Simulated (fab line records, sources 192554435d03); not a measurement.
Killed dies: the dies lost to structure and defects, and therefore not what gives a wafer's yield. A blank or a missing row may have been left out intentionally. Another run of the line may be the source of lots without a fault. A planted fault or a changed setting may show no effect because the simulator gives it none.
Which tool did it? + flow n5Finfet + Sampling: 11 lots, 33 wafers, 4 of 1938 route steps

WHAT THE GAUGES READ, wafer by wafer
N5_HKMG_FIN_INSPECT_14: inspects for defects (macro).
| lot  | measured    | on               | rawDefectCount |
|------|-------------|------------------|----------------|
| L228 | day 4 09:59 | defectInspect-01 | 3 1 3          |
| L230 | day 4 22:38 | defectInspect-01 | 0 3 1          |
| L235 | day 6 04:00 | defectInspect-02 | 4 3 1          |
| L237 | day 6 15:56 | defectInspect-02 | 2 4 1          |
| L239 | day 7 04:39 | defectInspect-02 | 1 3 0          |
| L238 | day 7 06:10 | defectInspect-01 | 2 2 4          |
| L244 | day 8 11:44 | defectInspect-01 | 1 1 1          |
| L245 | day 8 14:59 | defectInspect-02 | 2 3 1          |
| L246 | day 9 00:15 | defectInspect-02 | 1 2 3          |
| L248 | day 9 11:17 | defectInspect-01 | 1 2 2          |
| L249 | day 9 17:24 | defectInspect-01 | 1 0 4          |

TOOL THAT RAN EACH LOT (tool first, then ch and the chambers of the sampled wafers, then the start)
| lot  | N5_HKMG_FIN_DESCUM_53            | N5_HKMG_FIN_ETCH_55              | N5_HKMG_FIN_ALD_36                |
|------|----------------------------------|----------------------------------|-----------------------------------|
| L228 | rieDiel-04 ch 1,2,3, day 4 06:39 | rieDiel-04 ch 1,2,3, day 4 06:44 | aldMetal-02 ch 0,3, day 4 08:47   |
| L230 | rieDiel-03 ch 2,3, day 4 19:19   | rieDiel-03 ch 2,3, day 4 19:24   | aldMetal-03 ch 0,3, day 4 21:33   |
| L235 | rieDiel-04 ch 1,2, day 6 00:40   | rieDiel-04 ch 1,2, day 6 00:45   | aldMetal-02 ch 2,3, day 6 02:47   |
| L237 | rieDiel-03 ch 0,1,2, day 6 12:35 | rieDiel-03 ch 0,1,2, day 6 12:41 | aldMetal-02 ch 0,1, day 6 14:43   |
| L239 | rieDiel-04 ch 0,1,2, day 7 01:05 | rieDiel-04 ch 0,1,2, day 7 01:10 | aldMetal-02 ch 0,2,3, day 7 03:26 |
| L238 | rieDiel-03 ch 0,1, day 7 02:57   | rieDiel-03 ch 0,1, day 7 03:03   | aldMetal-02 ch 0,2, day 7 05:05   |
| L244 | rieDiel-04 ch 0,2,3, day 8 08:30 | rieDiel-04 ch 0,2,3, day 8 08:35 | aldMetal-03 ch 0,2,3, day 8 10:40 |
| L245 | rieDiel-01 ch 0,2, day 8 11:30   | rieDiel-01 ch 0,2, day 8 11:35   | aldMetal-01 ch 2,3, day 8 13:47   |
| L246 | rieDiel-03 ch 0,1,2, day 8 20:55 | rieDiel-03 ch 0,1,2, day 8 21:00 | aldMetal-03 ch 0,1,3, day 8 23:02 |
| L248 | rieDiel-04 ch 0,2, day 9 07:59   | rieDiel-04 ch 0,2, day 9 08:04   | aldMetal-01 ch 1,3, day 9 10:12   |
| L249 | rieDiel-01 ch 0,2, day 9 14:03   | rieDiel-01 ch 0,2, day 9 14:08   | aldMetal-01 ch 0,1,3, day 9 16:11 |
- N5_HKMG_FIN_DESCUM_53: chemistry O2, time 7.9 s.
- N5_HKMG_FIN_ETCH_55: etches SOC in N2/H2, target depth 240 nm, time 300 s.
- N5_HKMG_FIN_ALD_36: deposits TiN, target thk 1 nm, pulse time 1 s, purge time 3 s.

THE ANSWER, worked out from the rows above alone
Rule: the lots themselves supply what counts as usual. Put in order of their means at a reading, lots are off if they are a third of the lots or fewer, leave a main group of 4 or more, and stand apart from it by a gap of 3 or more times the standard deviation of the main group's means; of several such gaps the widest counts. The tables above print the reading to a certain number of digits; a main group whose means all agree to those digits is not used. A lot without any number at a reading at which 4 lots or more have one is off too. All remaining lots with rows at the step are treated as sound.
No lot is off on any of the readings shown, so nothing can be concluded from this.

WHAT THE SIMULATOR HAD INSERTED
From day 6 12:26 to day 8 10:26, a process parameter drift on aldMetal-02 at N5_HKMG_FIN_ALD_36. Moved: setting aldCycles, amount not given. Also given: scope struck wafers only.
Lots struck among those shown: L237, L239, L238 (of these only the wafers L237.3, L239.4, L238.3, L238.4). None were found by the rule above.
